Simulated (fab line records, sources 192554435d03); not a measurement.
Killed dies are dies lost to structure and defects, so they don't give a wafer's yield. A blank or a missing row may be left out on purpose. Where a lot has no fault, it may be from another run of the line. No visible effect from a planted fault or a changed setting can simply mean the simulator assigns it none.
Which tool was responsible? ; flow n5 finfet ; 9 lots, 27 wafers sampled, at 1 step of a route of 1938

## WHAT THE GAUGES SHOWED, per wafer
N5_BEOL_M4_RC_MEAS_101.
lot;measured;on;DIBL_N (mV/V)
L776;day 8 00:55;prober-01;37.2 34.5 34.7
L777;day 8 08:05;prober-01;38.7 37.0 35.7
L775;day 8 08:34;prober-02;36.8 35.5 33.7
L784;day 10 03:26;prober-01;36.7 36.6 36.5
L785;day 10 10:58;prober-02;34.3 36.5 35.7
L786;day 10 21:25;prober-01;36.9 35.7 39.5
L793;day 13 09:46;prober-02;39.9 38.7 39.5
L796;day 13 14:22;prober-02;36.6 39.4 38.0
L797;day 14 10:43;prober-02;35.5 36.0 35.8

## EACH LOT AND THE TOOL THAT RAN IT (in order: tool; ch and the chambers of the sampled wafers; start)
Record: no process step prior to these readings.

## THE ANSWER, worked out from the rows above alone
Rule: what is usual is taken from the lots themselves. The widest of any qualifying gaps counts: lots, ordered by their means at a reading, are off when they make up no more than a third of the lots, leave a main group of 4 or more, and stand apart from it by 3 or more times the standard deviation of that group's means. A main group is skipped when, at the precision printed for the reading in the tables above, its means are all equal. Also off: a lot with no number at a reading for which 4 or more lots have one. Where the step has rows for the other lots, those lots are counted as sound.
Across all readings shown, no lot is off: no conclusion can be drawn from this.

## WHAT THE SIMULATOR HAD INSERTED
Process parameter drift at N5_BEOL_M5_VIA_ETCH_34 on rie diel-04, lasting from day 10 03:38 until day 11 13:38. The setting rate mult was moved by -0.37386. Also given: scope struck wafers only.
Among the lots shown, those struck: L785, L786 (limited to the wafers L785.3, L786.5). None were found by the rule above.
